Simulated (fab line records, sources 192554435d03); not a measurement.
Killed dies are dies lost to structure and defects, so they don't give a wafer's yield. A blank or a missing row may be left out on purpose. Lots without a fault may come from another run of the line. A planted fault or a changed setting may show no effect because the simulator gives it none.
A struck lot beside a sound one | flow n5_finfet | 17 steps out of a route of 1938
Sound: wafers L197.3, L197.4, L197.5. Struck: wafer L205.1. (L205.4 of the same lot was not struck and is left out.) The cause comes at the end.
At each step with rows: each side's tool, then ch and its chambers, then its first start. Under that, the readings that differ: sound wafers | struck wafers | difference of the means | sigmas: that difference in standard deviations of wafers without a fault.
alike: readings whose means differ by less than 2 such deviations, and words and numbers that are the same on both sides. not compared: withheld readings, readings that some wafer has no value for, bounds like >300 that may hide the same value, and numbers for which the record gives no deviation and whose values overlap.
The two part at a step that has a row with sigmas, a row that says differs or no value, or rows on one side only. Numbers that don't overlap but have no deviation are shown without sigmas and don't part them. A reading that every wafer of one side lacks parts them only if that side has two wafers or more.

first, 4 steps without rows for these wafers: N5_BEOL_M6_HM_STRIP_39 (strips TiN in peroxide tin strip, target depth 25 nm, time 158 s); N5_BEOL_M6_SRD_40 (time 30 s); N5_BEOL_M6_PRECLEAN_42 (cleans in residue remover, time 60 s); N5_BEOL_M6_SRD_43 (time 30 s).
N5_BEOL_M6_CD_MEAS_35: target cd 40 nm, target cd y 28 nm.
  sound on cd_sem-01, day 10 06:46; struck on cd_sem-03, day 13 02:47
  alike: cd_nm
N5_BEOL_M6_CURE_75: cures SiCOH lowk, time 120 s.
  sound on uv_cure-03 ch 1, day 10 06:59; struck on uv_cure-03 ch 0, day 13 02:50
  reading            | sound             | struck | difference | sigmas
  lamp_power_pct (%) | 52.42 52.32 52.36 | 52.25  | -0.12      | -2
  alike: wafer_temp_C_max
N5_BEOL_M6_DEGAS_44: time 60 s.
  sound on pvd_sputter-01, day 10 07:13; struck on pvd_sputter-02, day 13 03:17
  reading            | sound       | struck | difference | sigmas
  heater_power_w (W) | 339 385 345 | 269    | -87        | -3
N5_BEOL_M6_PRE_CLEAN_45: time 30 s.
  sound on pvd_sputter-01, day 10 07:15; struck on pvd_sputter-02, day 13 03:20
  reading            | sound       | struck | difference | sigmas
  heater_power_w (W) | 346 369 352 | 267    | -89        | -3
N5_BEOL_M6_ALD_77: deposits TaN, target thk 2 nm, pulse time 2 s, purge time 3 s.
  sound on ald_metal-02 ch 1,2, day 10 07:21; struck on ald_metal-04 ch 3, day 13 03:23
  alike: heater_power_w, precursor_vessel_carrier_sccm
then, 2 steps without rows for these wafers: N5_BEOL_M6_SURFACE_TREAT_79; N5_BEOL_M6_CVD_78 (deposits Co from CCTBA/H2, target thk 2 nm, time 142.3 s).
N5_BEOL_M6_SPUTTER_48: material Cu, target thk 10 nm, time 1.667 s.
  sound on pvd_sputter-03, day 10 08:07; struck on pvd_sputter-02, day 13 04:04
  alike: chuck_sensor_temp_C, throttle_valve_pct
N5_BEOL_M6_ECD_50: material Cu, target thk 300 nm.
  sound on ecd_cu-01 ch 0,1, day 10 08:16; struck on ecd_cu-02 ch 1, day 13 04:14
  reading                                | sound             | struck | difference | sigmas
  model.Cu_of_BEOL_M6_ECD_50.thk_nm (nm) | 303.4 304.8 302.8 | 182.4  | -121.3     |
then, 1 step without rows for these wafers: N5_BEOL_M6_ANNEAL_51 (time 90 s).
N5_BEOL_M6_CMP_52: polishes, stops on SiCOH lowk, t overpolish 6.9 s, target thk 80 nm.
  sound on cmp-04 ch 1,2, day 10 08:46; struck on cmp-02 ch 1, day 13 05:56
  reading                | sound          | struck | difference | sigmas
  time_to_endpoint_s (s) | 60.6 68.4 60.3 | 38.0   | -25.1      | -9
  alike: edge_zone_pressure_frac, motor_current_A, slurry_filter_dp_kPa
N5_BEOL_M6_THK_MEAS_53: measures by xrf.
  sound on film_metro-01, day 10 09:01; struck on film_metro-01, day 13 06:11
  alike: M6_THK
then, 1 step without rows for these wafers: N5_PASSIVATION_PROBE_49.

WHERE THEY PART
First at N5_BEOL_M6_CURE_75; last, within this record, at N5_BEOL_M6_CMP_52. Later steps at which nothing parts them and some readings are alike: N5_BEOL_M6_THK_MEAS_53.

WHY: what the simulator had put in
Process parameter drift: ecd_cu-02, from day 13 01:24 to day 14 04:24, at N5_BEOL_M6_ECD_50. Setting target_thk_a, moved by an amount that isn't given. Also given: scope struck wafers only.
